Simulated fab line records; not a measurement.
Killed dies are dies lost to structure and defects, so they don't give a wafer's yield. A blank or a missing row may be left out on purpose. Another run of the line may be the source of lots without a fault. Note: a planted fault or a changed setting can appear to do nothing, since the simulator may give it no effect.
Chamber matching :: flow n5_finfet :: N5_BEOL_M12_ETCH_67 on rie_diel-05 has 4 sister chambers
The step etches SiARC in CF4, target depth 143 nm, time 238.3 s. 22 wafers are shown with their chamber, then 11 later ones without.

WAFERS PAIRED WITH THEIR CHAMBERS
wafer: L075.4
chamber: 3
drypump_motor_current_A (A): 5.0
throttle_valve_pct (%): 15.56
oes_product_au (a.u.): 0.76

wafer: L075.5
chamber: 2
drypump_motor_current_A (A): 6.7
throttle_valve_pct (%): 16.06
oes_product_au (a.u.): 0.59

wafer: L075.6
chamber: 0
drypump_motor_current_A (A): 5.1
throttle_valve_pct (%): 15.54
oes_product_au (a.u.): 0.72

wafer: L076.2
chamber: 1
drypump_motor_current_A (A): 5.8
throttle_valve_pct (%): 15.54
oes_product_au (a.u.): 0.70

wafer: L076.3
chamber: 3
drypump_motor_current_A (A): 4.9
throttle_valve_pct (%): 15.58
oes_product_au (a.u.): 0.75

wafer: L076.6
chamber: 0
drypump_motor_current_A (A): 5.1
throttle_valve_pct (%): 15.53
oes_product_au (a.u.): 0.71

wafer: L078.2
chamber: 2
drypump_motor_current_A (A): 6.7
throttle_valve_pct (%): 16.08
oes_product_au (a.u.): 0.58

wafer: L078.3
chamber: 3
drypump_motor_current_A (A): 5.0
throttle_valve_pct (%): 15.58
oes_product_au (a.u.): 0.74

wafer: L078.4
chamber: 0
drypump_motor_current_A (A): 5.1
throttle_valve_pct (%): 15.54
oes_product_au (a.u.): 0.71

wafer: L079.1
chamber: 3
drypump_motor_current_A (A): 4.9
throttle_valve_pct (%): 15.61
oes_product_au (a.u.): 0.74

wafer: L079.2
chamber: 0
drypump_motor_current_A (A): 5.1
throttle_valve_pct (%): 15.54
oes_product_au (a.u.): 0.70

wafer: L079.6
chamber: 2
drypump_motor_current_A (A): 6.7
throttle_valve_pct (%): 16.08
oes_product_au (a.u.): 0.58

wafer: L083.1
chamber: 3
drypump_motor_current_A (A): 4.9
throttle_valve_pct (%): 15.62
oes_product_au (a.u.): 0.73

wafer: L083.4
chamber: 2
drypump_motor_current_A (A): 6.7
throttle_valve_pct (%): 16.09
oes_product_au (a.u.): 0.58

wafer: L083.5
chamber: 0
drypump_motor_current_A (A): 5.1
throttle_valve_pct (%): 15.55
oes_product_au (a.u.): 0.70

wafer: L086.2
chamber: 0
drypump_motor_current_A (A): 5.1
throttle_valve_pct (%): 15.54
oes_product_au (a.u.): 0.69

wafer: L086.3
chamber: 2
drypump_motor_current_A (A): 6.7
throttle_valve_pct (%): 16.12
oes_product_au (a.u.): 0.58

wafer: L086.6
chamber: 3
drypump_motor_current_A (A): 4.9
throttle_valve_pct (%): 15.60
oes_product_au (a.u.): 0.72

wafer: L088.1
chamber: 3
drypump_motor_current_A (A): 5.0
throttle_valve_pct (%): 15.63
oes_product_au (a.u.): 0.72

wafer: L088.5
chamber: 3
drypump_motor_current_A (A): 5.0
throttle_valve_pct (%): 15.65
oes_product_au (a.u.): 0.71

wafer: L088.6
chamber: 2
drypump_motor_current_A (A): 6.7
throttle_valve_pct (%): 16.12
oes_product_au (a.u.): 0.57

wafer: L091.2
chamber: 0
drypump_motor_current_A (A): 5.1
throttle_valve_pct (%): 15.60
oes_product_au (a.u.): 0.69

SIGNATURES, as means of the wafers listed above
reading: drypump_motor_current_A
chamber 0: 5.100
chamber 1: 5.800
chamber 2: 6.700
chamber 3: 4.950
scatter within a chamber: 0.0333

reading: throttle_valve_pct
chamber 0: 15.5486
chamber 1: 15.5400
chamber 2: 16.0917
chamber 3: 15.6037
scatter within a chamber: 0.0262

reading: oes_product_au
chamber 0: 0.7029
chamber 1: 0.7000
chamber 2: 0.5800
chamber 3: 0.7338
scatter within a chamber: 0.0128
Rule: a wafer's distance from a chamber is the root of the sum, over the readings, of the square of ((its reading less the chamber's mean) divided by the reading's scatter). The wafer belongs to the nearest chamber; if the next one is less than 2 further off, it can't be placed. The scatter: the root of (the sum of the squares of (reading less its chamber's mean) over the shown wafers, divided by (wafers less chambers)).

WAFERS MISSING THEIR CHAMBER
wafer: L091.5
drypump_motor_current_A (A): 5.1
throttle_valve_pct (%): 15.59
oes_product_au (a.u.): 0.69

wafer: L091.6
drypump_motor_current_A (A): 5.0
throttle_valve_pct (%): 15.65
oes_product_au (a.u.): 0.71

wafer: L093.2
drypump_motor_current_A (A): 5.8
throttle_valve_pct (%): 15.62
oes_product_au (a.u.): 0.67

wafer: L093.3
drypump_motor_current_A (A): 5.1
throttle_valve_pct (%): 15.59
oes_product_au (a.u.): 0.69

wafer: L093.4
drypump_motor_current_A (A): 5.0
throttle_valve_pct (%): 15.65
oes_product_au (a.u.): 0.71

wafer: L092.1
drypump_motor_current_A (A): 5.8
throttle_valve_pct (%): 15.60
oes_product_au (a.u.): 0.66

wafer: L092.2
drypump_motor_current_A (A): 5.0
throttle_valve_pct (%): 15.64
oes_product_au (a.u.): 0.70

wafer: L092.4
drypump_motor_current_A (A): 5.1
throttle_valve_pct (%): 15.60
oes_product_au (a.u.): 0.68

wafer: L097.2
drypump_motor_current_A (A): 5.8
throttle_valve_pct (%): 15.63
oes_product_au (a.u.): 0.67

wafer: L097.4
drypump_motor_current_A (A): 5.8
throttle_valve_pct (%): 15.62
oes_product_au (a.u.): 0.67

wafer: L097.6
drypump_motor_current_A (A): 5.1
throttle_valve_pct (%): 15.63
oes_product_au (a.u.): 0.68

WHICH CHAMBER EACH ONE RAN IN
wafer: L091.5
from the rows above: 0
in truth: 0

wafer: L091.6
from the rows above: can't be placed: 3 or 0
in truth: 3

wafer: L093.2
from the rows above: 1
in truth: 1

wafer: L093.3
from the rows above: 0
in truth: 0

wafer: L093.4
from the rows above: can't be placed: 3 or 0
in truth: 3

wafer: L092.1
from the rows above: 1
in truth: 1

wafer: L092.2
from the rows above: can't be placed: 3 or 0
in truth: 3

wafer: L092.4
from the rows above: 0
in truth: 0

wafer: L097.2
from the rows above: 1
in truth: 1

wafer: L097.4
from the rows above: 1
in truth: 1

wafer: L097.6
from the rows above: 0
in truth: 0
Correct placement for 8 of the 11. Cannot be placed on the basis of these rows: 3; the candidates contain the true chamber in 3. Placed wrongly: 0.
